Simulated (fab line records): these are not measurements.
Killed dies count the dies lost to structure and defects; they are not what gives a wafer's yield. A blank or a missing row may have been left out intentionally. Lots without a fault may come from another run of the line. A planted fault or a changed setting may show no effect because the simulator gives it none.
Chamber matching | flow n5-finfet | rie-diel-02 running N5_PMOS_HMC_CHANNEL_EPI_DESCUM_14: 4 sister chambers
The step chemistry O2, time 7.9 s. 4 wafers are shown with their chamber, then 12 later ones without.

== WAFERS, EACH WITH ITS CHAMBER ==
wafer  | chamber | showerhead-plenum-p-Torr (Torr)
L083.5 | 2       | 2.09
L091.1 | 0       | 2.15
L091.2 | 3       | 2.07
L091.5 | 1       | 1.98

== WAFERS WITH NO CHAMBER GIVEN ==
wafer  | showerhead-plenum-p-Torr (Torr)
L092.1 | 2.15
L092.2 | 1.98
L092.3 | 2.07
L092.4 | 1.98
L092.5 | 2.07
L092.6 | 2.15
L093.1 | 2.15
L093.2 | 1.98
L093.3 | 2.07
L097.1 | 1.97
L097.3 | 2.07
L097.6 | 2.15

== CHAMBER TAKEN BY EACH ==
wafer  | from the rows above | in truth
L092.1 | 0                   | 0
L092.2 | 1                   | 1
L092.3 | 3                   | 3
L092.4 | 1                   | 1
L092.5 | 3                   | 3
L092.6 | 0                   | 0
L093.1 | 0                   | 0
L093.2 | 1                   | 1
L093.3 | 3                   | 3
L097.1 | 1                   | 1
L097.3 | 3                   | 3
L097.6 | 0                   | 0
Correctly placed: 12 of 12. Left unplaced by these rows: 0. Wrongly placed: 0.
How it was worked out, from the rows above alone: a wafer's distance from a chamber is the root of the sum, over the readings, of the square of ((its reading less the chamber's mean) divided by the reading's scatter). The wafer belongs to the nearest chamber; if the next one is less than 2 further off, it can't be placed. The mean given for a chamber averages the wafers shown for that chamber. The scatter (one wafer shown for each chamber): square how far every hidden wafer sits from the nearest shown wafer, average those squares and take the square root.
